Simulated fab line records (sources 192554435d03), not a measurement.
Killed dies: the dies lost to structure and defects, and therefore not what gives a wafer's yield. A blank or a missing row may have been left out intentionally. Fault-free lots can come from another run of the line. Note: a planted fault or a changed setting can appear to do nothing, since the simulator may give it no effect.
A struck lot beside a sound one | flow n5-finfet | 16 out of 1938 route steps
Sound: the wafers L598.1, L598.3, L598.5. Struck: wafers L601.1, L601.3, L601.5. The cause is named last.
At each step with rows: each side's tool, then ch and its chambers, then its first start. Under that, the readings that differ: sound wafers | struck wafers | difference of the means | sigmas: that difference in standard deviations of wafers without a fault.
alike: readings whose means differ by less than 2 such deviations, and words and numbers that are the same on both sides. not compared: withheld readings, readings that some wafer has no value for, bounds like >300 that may hide the same value, and numbers for which the record gives no deviation and whose values overlap.
A row with sigmas, a row that says differs or no value, or rows on one side alone: a step with any of these is where the two part. Numbers that have no deviation but don't overlap get no sigmas and don't part them. A reading that every wafer of one side lacks parts them only if that side has two wafers or more.

N5_HKMG_FIN_STRIP_93: strips SOC in N2/H2, time 20 s.
  sound on rie-diel-06 ch 0,1,3, day 4 05:37; struck on rie-diel-05 ch 1,2, day 5 04:41
  alike: drypump-motor-current-A, oes-product-au, rf-vpp-V, showerhead-plenum-p-Torr, throttle-valve-pct
  not compared: rf-hours-counter-h
then, 1 step without rows for these wafers: N5_HKMG_FIN_WET_ETCH_76 (etches Al2O3 in dNH4OH, stops on La2O3, target depth 2.25 nm, rinse time 30 s).
N5_HKMG_FIN_STRIP_60: strips in N2/H2, time 360 s.
  sound on plasma-asher-01 ch 1, day 4 05:46; struck on plasma-asher-01 ch 0,1, day 5 04:50
  alike: drypump-motor-current-A, heater-power-w
  not compared: rf-hours-counter-h
then, 2 steps without rows for these wafers: N5_HKMG_FIN_WET_ETCH_77 (etches La2O3 in dHCl, stops on HfO2, target depth 2 nm); N5_HKMG_FIN_WET_ETCH_78 (etches Al2O3 in dNH4OH, stops on La2O3, target depth 4.5 nm, rinse time 30 s).
N5_HKMG_FIN_ALD_79: deposits TiN, target thk 1.5 nm, pulse time 1 s, purge time 3 s.
  sound on ald-metal-03 ch 0,1,3, day 4 06:15; struck on ald-metal-04 ch 0,1, day 5 05:19
  alike: heater-power-w, precursor-pulse-height-rel, susceptor-temp-C
N5_HKMG_FIN_CVD_62: deposits a-Si from Si2H6, target thk 3 nm, time 20.8 s.
  sound on thermal-cvd-si-01 ch 1,2, day 4 06:38; struck on thermal-cvd-si-02 ch 0,2, day 5 05:41
  alike: heater-power-w
then, 5 steps without rows for these wafers: N5_HKMG_FIN_RTA_80 (time 2 s); N5_HKMG_FIN_PRECLEAN_64 (cleans in dHF, time 30 s); N5_HKMG_FIN_WET_ETCH_65 (etches a-Si in TMAH, stops on TiN, time 49 s, target depth 3 nm); N5_HKMG_FIN_WET_ETCH_81 (etches TiN in SC1, stops on HfO2, time 57 s, target depth 6 nm); N5_HKMG_FIN_WET_ETCH_82 (etches La2O3 in dHCl, stops on HfO2, target depth 2 nm, rinse time 30 s).
N5_HKMG_FIN_ALD_36: deposits TiN, target thk 1 nm, pulse time 1 s, purge time 3 s.
  sound on ald-metal-04 ch 1,2, day 4 07:01; struck on ald-metal-02 ch 1,3, day 5 06:05
  reading              | sound                | struck               | difference | sigmas
  susceptor-temp-C (C) | 399.85 400.00 399.85 | 419.25 419.25 418.85 | +19.22     | +87
  alike: heater-power-w, precursor-pulse-height-rel
N5_HKMG_FIN_THK_MEAS_70: measures by xrf.
  sound on film-metro-01 at day 4 07:19; struck on film-metro-01 at day 5 06:22
  alike: HK_THK
-- a jump in the record: the struck wafers' starts before and after are 4 days apart (it breaks off in module HKMG_FIN and resumes in module BEOL_M4, where the first step shown is number 1111 of the route) --
N5_BEOL_M4_RC_MEAS_101:
  sound on prober-01 ch 0, day 7 23:49; struck on prober-01 ch 0, day 8 23:05
  alike: DIBL_N, DIBL_P, IOFF_N, IOFF_P, ION_N, ION_P, SS_N, SS_P, VT_N, VT_P
-- a jump in the record: the struck wafers' starts before and after are 4 days apart (it breaks off in module BEOL_M4 and resumes in module PASSIVATION, where the first step shown is number 1936 of the route) --
N5_PASSIVATION_PROBE_49:
  the record has rows for the struck wafers here (prober-02, day 13 09:35) and none for the sound ones

== WHERE THEY PART ==
Earliest at N5_HKMG_FIN_ALD_36; latest, in this record, at N5_PASSIVATION_PROBE_49.

WHY: what the simulator had put in
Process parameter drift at N5_HKMG_FIN_ALD_36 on ald-metal-02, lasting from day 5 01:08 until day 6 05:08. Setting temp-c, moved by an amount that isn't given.
